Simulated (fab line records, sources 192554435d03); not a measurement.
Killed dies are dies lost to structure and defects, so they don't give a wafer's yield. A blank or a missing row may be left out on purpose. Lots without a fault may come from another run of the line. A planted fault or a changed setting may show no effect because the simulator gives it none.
Problem report in the 8D (eight disciplines) form, filled by code | flow n5_finfet | the parts of the form that need people (team, actions taken, sign-off) are left out

1. THE PROBLEM
run_length_s at N5_BEOL_M1_CVD_47 reads a mean of 373.4 s on 4 wafers of 3 lots; wafers without a fault read 246.7 s with a standard deviation of 0.5. That is +99 or more standard deviations from the usual mean.
The step: deposits Co from CCTBA/H2, target thk 3 nm, time 223.8 s.
First seen on wafer L943.6, day 10 11:41, on cvd_co-01. The record holds 28 wafers of 10 lots with a number at this step. Rule for "out", or "out of limits": more than 4 standard deviations from the usual mean. The other wafers with a number count as sound.

2. WHAT IT IS AND WHAT IT IS NOT
question                    | is                             | is not
which readings at this step | run_length_s                   | -
which lots                  | L943, L945, L946               | L928, L930, L931, L932, L933, L936, L942
which wafers of those lots  | L943.6, L945.2, L945.6, L946.6 | L943.3, L946.1, L946.5
read on which tools         | cvd_co-01                      | cvd_co-02
when                        | from day 10 11:41              | up to then (19 sound wafers); but 5 sound wafers of L942, L946 came after

3. SUSPECTS, AND WHAT RULES EACH OUT
Counting: a tool at a process step up to the reading stays a suspect if it ran every lot that is out. Sound lots after the first of them don't rule it out here, since some wafers of a struck lot are sound.
- rie_diel-02 at N5_BEOL_M1_STRIP_97 (strips in N2/H2, time 10 s): kept. It ran every lot that is out, first L943 (day 10 11:13); its last sound lot up to then is L932 (day 8 04:13). N5_BEOL_M1_STRIP_97 gives no start for some lots, so the hours and the order of its lots are those of N5_BEOL_M1_DEGAS_44.
- ald_metal-01 at N5_BEOL_M1_ALD_84 (deposits TaN, pulse time 2 s, purge time 3 s, co reactant purge time 2 s): kept. It ran every lot that is out, first L943 (day 10 11:20); its last sound lot up to then is L936 (day 9 12:08).
- cvd_co-01 at N5_BEOL_M1_CVD_47 (deposits Co from CCTBA/H2, target thk 3 nm, time 223.8 s): kept. It ran every lot that is out, first L943 (day 10 11:41); its last sound lot up to then is L932 (day 8 04:46). Its own readings are out on those wafers: run_length_s.
- Within rie_diel-02 at N5_BEOL_M1_STRIP_97: the wafers that are out ran in chambers 1, 3; their sound lot-mates ran in chambers 0, 2.
Left after counting: rie_diel-02 at N5_BEOL_M1_STRIP_97, ald_metal-01 at N5_BEOL_M1_ALD_84, cvd_co-01 at N5_BEOL_M1_CVD_47.

4. THE CAUSE (what the simulator had put in)
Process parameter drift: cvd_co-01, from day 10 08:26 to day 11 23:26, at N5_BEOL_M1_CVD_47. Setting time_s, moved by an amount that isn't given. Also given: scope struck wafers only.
Counting left 3 suspects, and this tool is among them.

5. THE CHAIN OF EFFECTS, in route order
Each row: a reading whose mean over the struck wafers that have a number lies more than 3 standard deviations from the usual. Only readings for which the record gives a usual standard deviation are gone through. hours: the time from each lot's start at the first step in this table that gives one to its start at this step, as a median over the lots. sigmas: the change in usual standard deviations.
hours | step              | reading      | usual   | on struck wafers | change | sigmas
0     | N5_BEOL_M1_CVD_47 | run_length_s | 246.7 s | 373.4            | +126.7 | +99 or more
The process steps in it:
- N5_BEOL_M1_CVD_47: deposits Co from CCTBA/H2, target thk 3 nm, time 223.8 s.
Later measuring or inspecting steps at which every struck wafer that the step has a row for has a number for every such reading, and none has moved that far: N5_BEOL_M4_RC_MEAS_101.

6. WHAT WOULD HAVE CAUGHT IT SOONER
In this record the first reading out of limits was taken at day 10 11:41, 3 hours after the fault began at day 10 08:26.
